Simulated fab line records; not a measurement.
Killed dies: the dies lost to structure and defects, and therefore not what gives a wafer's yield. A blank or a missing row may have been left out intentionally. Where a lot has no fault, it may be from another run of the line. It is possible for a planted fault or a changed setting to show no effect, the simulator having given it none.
A lot that was struck, set against a sound lot -- flow nandHarc -- 15 steps out of a route of 1159
Sound: wafers L351.4, L351.5, L351.6. Wafers L355.2, L355.3, L355.5 were the ones struck. Last of all comes the cause.
Per side, at each step with rows, come the tool, then ch with its chambers, and then its first start. Under that, the readings that differ: sound wafers -- struck wafers -- difference of the means -- sigmas: that difference in standard deviations of wafers without a fault.
alike: words and numbers the same on both sides, and readings whose means are apart by under 2 such deviations; not compared: readings that were withheld, readings missing a value for some wafer, numbers with overlapping values and no deviation given by the record, and bounds like >300 which may hide the same value.
A row with sigmas, a row that says differs or no value, or rows on one side alone: a step with any of these is where the two part. When numbers do not overlap yet have no deviation, they are printed without sigmas and do not part them. A reading that every wafer of one side lacks parts them only if that side has two wafers or more.

first, 4 steps without rows for these wafers: NHARC_A_ZERO_WELL_STRIP_14 (strips in SPM, time 900 s); NHARC_A_ZERO_WELL_IMPLANT_15; NHARC_A_ZERO_WELL_PRECLEAN_22 (cleans in SC1, time 60 s); NHARC_A_ZERO_WELL_SRD_23.
NHARC_A_ZERO_WELL_RTA_16: time 10 s.
  sound on rtpAnneal-02 ch 0, day 7 21:14; struck on rtpAnneal-02 ch 0, day 8 19:54
  alike: lampPowerPct, lamp_zone_4_pct, lamp_zone_7_pct, wafer_temp_C_max
NHARC_A_ZERO_WELL_INSPECT_17:
  sound on defectInspect-01 at day 7 21:21; struck on defectInspect-02 at day 8 20:04
  alike: rawDefectCount
then, 3 steps without rows for these wafers: NHARC_A_SOURCE_PLATE_PRECLEAN_00 (cleans in HF-LAST, time 60 s); NHARC_A_SOURCE_PLATE_SRD_01; NHARC_A_SOURCE_PLATE_OXIDE_02 (material SiO2, target thk 10 nm, ox time 1362 s).
NHARC_A_SOURCE_PLATE_THK_MEAS_09: measures by ellipsometry.
  sound on filmMetro-01 at day 8 06:20; struck on filmMetro-02 at day 9 03:32
  alike: thkNm
then, 1 step without rows for these wafers: NHARC_A_SOURCE_PLATE_PVD_04 (deposits WSi2, target thk 50 nm).
NHARC_A_SOURCE_PLATE_CVD_03: deposits poly-Si, target thk 200 nm, time 4000 s.
  struck on lpcvdPoly-04, day 9 06:17; sound on lpcvdPoly-03 ch 0, day 8 08:54
  no value came back on the struck wafers for pressureMtorr (mTorr), runLengthS (s), spikeTcBottomC (C), zonePowerBottomPct (%); on the sound wafers pressureMtorr (mTorr) reads 199.8 200.0 200.2
then, 1 step without rows for these wafers: NHARC_A_SOURCE_PLATE_ANNEAL_05 (time 1800 s).
NHARC_A_SOURCE_PLATE_THK_MEAS_06: measures by ellipsometry.
  sound on filmMetro-02 at day 8 19:26; struck on filmMetro-01 at day 9 18:38
reading,sound,struck,difference,sigmas
thkNm (nm),203.0 202.8 199.8,49.8 51.1 49.3,-151.8,-61
-- break in the record here, with 12 days between the starts of the struck wafers on either side (left off in module A_SOURCE_PLATE, picked up again in module END, where the first step shown is number 1159 on the route) --
NHARC_END_SORT_01:
  at this point the record logs the struck wafers (prober-01 ch 0, day 21 10:50) and has no rows for the sound ones

WHERE THEY PART
At NHARC_A_SOURCE_PLATE_CVD_03 first; at NHARC_END_SORT_01 last (within this record only).

WHY: what had been put in by the simulator
Skipped step whole: lpcvdPoly-04, from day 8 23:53 on, at NHARC_A_SOURCE_PLATE_CVD_03. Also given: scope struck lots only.
